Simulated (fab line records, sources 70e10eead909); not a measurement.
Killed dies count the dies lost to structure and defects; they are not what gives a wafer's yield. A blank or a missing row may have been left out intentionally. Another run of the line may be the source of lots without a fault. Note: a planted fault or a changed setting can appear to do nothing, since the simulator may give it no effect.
Matching of chambers -- flow nand_harc -- NHARC_A_CHANNEL_FILL_D2_STRIP_28 on rie_diel-10: 4 sister chambers
The step strips in O2, time 20 s. 8 wafers are shown with their chamber, then 8 later ones without.

WAFERS PAIRED WITH THEIR CHAMBERS
wafer,chamber,drypump_motor_current_A (A),rf_vpp_V (V)
L078.3,3,6.0,57.5
L075.1,1,6.0,58.5
L075.2,3,6.0,57.6
L084.6,2,5.8,59.0
L085.1,2,5.8,60.1
L085.3,0,6.1,57.7
L085.6,1,5.9,57.9
L087.1,0,6.0,57.7

WAFERS WITH NO CHAMBER GIVEN
wafer,drypump_motor_current_A (A),rf_vpp_V (V)
L087.4,5.7,58.1
L087.6,5.9,59.7
L091.2,6.0,57.7
L091.4,5.9,58.7
L091.6,5.9,56.9
L097.1,6.0,59.8
L097.3,6.0,57.0
L097.6,6.0,57.4

WHICH CHAMBER EACH WENT THROUGH
wafer,from the rows above,in truth
L087.4,can't be placed: 2 or 1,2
L087.6,can't be placed: 2 or 1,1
L091.2,can't be placed: 3 or 0 or 1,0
L091.4,can't be placed: 1 or 2 or 3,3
L091.6,can't be placed: 3 or 1 or 0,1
L097.1,can't be placed: 1 or 2 or 0 or 3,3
L097.3,can't be placed: 3 or 0 or 1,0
L097.6,can't be placed: 3 or 0 or 1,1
Correctly placed: 0 of 8. Can't be placed from these rows: 8 (the true chamber is among the candidates in 8). Wrongly placed: 0.
How it was worked out, from the rows above alone: a wafer's distance from a chamber is the root of the sum, over the readings, of the square of ((its reading less the chamber's mean) divided by the reading's scatter). The wafer belongs to the nearest chamber; if the next one is less than 2 further off, it can't be placed. For every chamber, the mean is computed from those of its wafers that are shown. How the scatter is found: for the shown wafers, subtract from each reading the mean of its chamber, square and add these, divide the total by (wafers less chambers), then take the root.
